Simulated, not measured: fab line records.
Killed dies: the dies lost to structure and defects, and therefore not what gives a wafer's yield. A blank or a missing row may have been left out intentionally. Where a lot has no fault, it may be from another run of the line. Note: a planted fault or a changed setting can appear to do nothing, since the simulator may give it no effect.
3 desks looking at one fault | flow n5_finfet | every desk sees just its own numbers, and what lay behind them comes last

## THE DEFECT DESK
Inspection counts along the route, by lot: the mean over sampled wafers that carry a number. If a lot's mean is further than 4 standard deviations from the usual mean, the lot is out of limits and carries the mark OUT (the distance appears in the brackets).
Columns: A = raw_defect_count at N5_BEOL_M3_INSPECT_30, usual 444
lot  | first seen here | A
L386 | day 7 03:43     | 450
L388 | day 7 11:34     | 417
L390 | day 7 14:57     | 376
L389 | day 7 21:41     | 413
L396 | day 9 09:31     | 399
L397 | day 9 14:26     | 567
L401 | day 11 07:24    | 275
L400 | day 11 07:38    | 400
L409 | day 12 23:02    | 634
This desk found nothing out of limits on any of the 9 lots.

## DESK OF THE TOOL OWNER: rie_diel-04
The tool's own readings at N5_BEOL_M3_VIA_ETCH_34 (etches the open film in C4F6/O2, target depth 69.4 nm, time 65.9 s): means of the sampled wafers that have a number, for each lot that ran on this tool. If a lot's mean is further than 4 standard deviations from the usual mean, the lot is out of limits and carries the mark OUT (the distance appears in the brackets).
Columns: A = drypump_motor_current_A at N5_BEOL_M3_VIA_ETCH_34, usual 5.6 A; B = mfc_ar_sccm at N5_BEOL_M3_VIA_ETCH_34, usual 300.1 sccm; C = oes_product_au at N5_BEOL_M3_VIA_ETCH_34, usual 0.83 a.u.; D = rf_vpp_V at N5_BEOL_M3_VIA_ETCH_34, usual 668 V; E = showerhead_plenum_p_Torr at N5_BEOL_M3_VIA_ETCH_34, usual 2.88 Torr; F = throttle_valve_pct at N5_BEOL_M3_VIA_ETCH_34, usual 30.72 %
lot  | first seen here | A   | B     | C    | D   | E    | F
L396 | day 9 12:48     | 5.8 | 299.9 | 0.73 | 671 | 2.87 | 30.78
L397 | day 9 18:55     | 5.8 | 300.5 | 0.66 | 675 | 2.92 | 30.97
L409 | day 13 00:07    | 6.1 | 300.6 | 0.54 | 666 | 2.73 | 30.62
This desk found nothing out of limits on any of the 3 lots.

## FROM THE METROLOGY DESK
Lot by lot, what the gauges showed, no matter which tool ran the lot: averages of those sampled wafers that carry a number. If a lot's mean is further than 4 standard deviations from the usual mean, the lot is out of limits and carries the mark OUT (the distance appears in the brackets). Only the readings that lie furthest out on some lot appear, 7 of the 11 it has.
Columns: A = DIBL_N at N5_BEOL_M4_RC_MEAS_101, usual 36.4 mV/V; B = IOFF_N at N5_BEOL_M4_RC_MEAS_101, usual 0.154 nA/um; C = IOFF_P at N5_BEOL_M4_RC_MEAS_101, usual 0.202 nA/um; D = ION_N at N5_BEOL_M4_RC_MEAS_101, usual 671 uA/um; E = ION_P at N5_BEOL_M4_RC_MEAS_101, usual 460 uA/um; F = SS_N at N5_BEOL_M4_RC_MEAS_101, usual 71.6 mV/dec; G = VT_P at N5_BEOL_M4_RC_MEAS_101, usual -251.4 mV
lot  | first seen here | A    | B     | C     | D   | E   | F    | G
L386 | day 7 06:56     | 39.6 | 0.194 | 0.231 | 689 | 469 | 72.9 | -250.5
L388 | day 7 13:24     | 36.7 | 0.155 | 0.195 | 665 | 455 | 71.2 | -254.0
L390 | day 7 22:24     | 37.9 | 0.161 | 0.192 | 672 | 450 | 71.4 | -254.2
L389 | day 7 23:32     | 37.3 | 0.141 | 0.161 | 663 | 446 | 71.8 | -256.9
L396 | day 9 13:13     | 36.2 | 0.148 | 0.209 | 675 | 466 | 71.3 | -250.7
L397 | day 9 19:20     | 36.2 | 0.147 | 0.193 | 665 | 458 | 71.3 | -252.5
L401 | day 11 08:22    | 36.1 | 0.157 | 0.204 | 665 | 455 | 72.1 | -249.9
L400 | day 11 08:29    | 36.0 | 0.160 | 0.202 | 684 | 467 | 72.0 | -251.3
L409 | day 13 00:32    | 36.8 | 0.173 | 0.206 | 681 | 459 | 71.5 | -251.2
This desk found nothing out of limits on any of the 9 lots.

## TAKEN TOGETHER
Nothing the defect desk looked at was out of limits.
The tool owner's desk saw nothing out of limits.
The metrology desk saw nothing out of limits.

## WHAT THE SIMULATOR HAD PUT IN
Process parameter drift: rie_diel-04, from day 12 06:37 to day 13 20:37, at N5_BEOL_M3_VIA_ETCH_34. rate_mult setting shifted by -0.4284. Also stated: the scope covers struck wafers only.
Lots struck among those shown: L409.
